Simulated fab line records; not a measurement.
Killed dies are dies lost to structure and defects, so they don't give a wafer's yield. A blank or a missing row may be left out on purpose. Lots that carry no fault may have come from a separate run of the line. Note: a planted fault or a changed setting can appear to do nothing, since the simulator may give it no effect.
Which tool was responsible?    flow n5-finfet    20 lots, 60 wafers sampled, at 1 step of a route of 1938

## WHAT THE GAUGES SHOWED, per wafer
N5_DUMMY_REMOVAL_INSPECT_06: inspects for defects (brightfield). Usual: 11 for raw-defect-count, sd 4.6.
lot   measured     on                 raw-defect-count  flag
L074  day 4 01:50  defect-inspect-01  8 14 8            
L076  day 4 12:56  defect-inspect-02  17 15 8           
L077  day 4 16:50  defect-inspect-02  7 11 9            
L079  day 5 02:53  defect-inspect-01  9 5 15            
L080  day 5 11:57  defect-inspect-02  17 8 29           
L081  day 5 16:32  defect-inspect-01  9 9 7             
L082  day 6 00:09  defect-inspect-01  15 15 14          
L083  day 6 03:36  defect-inspect-01  10 6 8            
L084  day 6 10:07  defect-inspect-01  12 9 21           
L085  day 6 19:45  defect-inspect-02  11 13 8           
L086  day 7 05:42  defect-inspect-01  6 8 8             
L087  day 7 06:26  defect-inspect-01  8 8 17            
L088  day 7 14:59  defect-inspect-02  6 17 17           
L089  day 7 16:19  defect-inspect-01  4 18 10           
L090  day 7 21:21  defect-inspect-01  27 13 9           
L092  day 8 09:56  defect-inspect-01  6 7 8             
L093  day 8 16:10  defect-inspect-02  10 9 7            
L094  day 8 23:44  defect-inspect-02  6 13 7            
L096  day 9 11:10  defect-inspect-02  6 9 18            
L097  day 9 15:33  defect-inspect-02  5 12 5            

## WHICH TOOL RAN EACH LOT (tool, then ch and the chambers of the sampled wafers, then the start)
The record shows no process step preceding these readings.

## WHAT THE TOOLS THEMSELVES READ (means of the sampled wafers that have a number; where no wafer has one, the mark that the record gives instead)
The record holds no such reading with a usual standard deviation.

## THE ANSWER, worked out from the rows above alone
Rule: a lot is off if the mean of its wafers that have a number lies more than 3 standard deviations from the usual mean. Also off: a lot with no number at a reading for which 4 or more lots have one. Where the step has rows for the other lots, those lots are counted as sound. Order of review: gauges by route order, followed by the tools' own readings, for which a lot's mean as printed above is used. At the first step where some lot is off, the reading lying furthest off is the one used; lots without a number count as furthest.
None of the lots is off at any reading shown; this tells nothing.

## WHAT THE SIMULATOR HAD PUT IN
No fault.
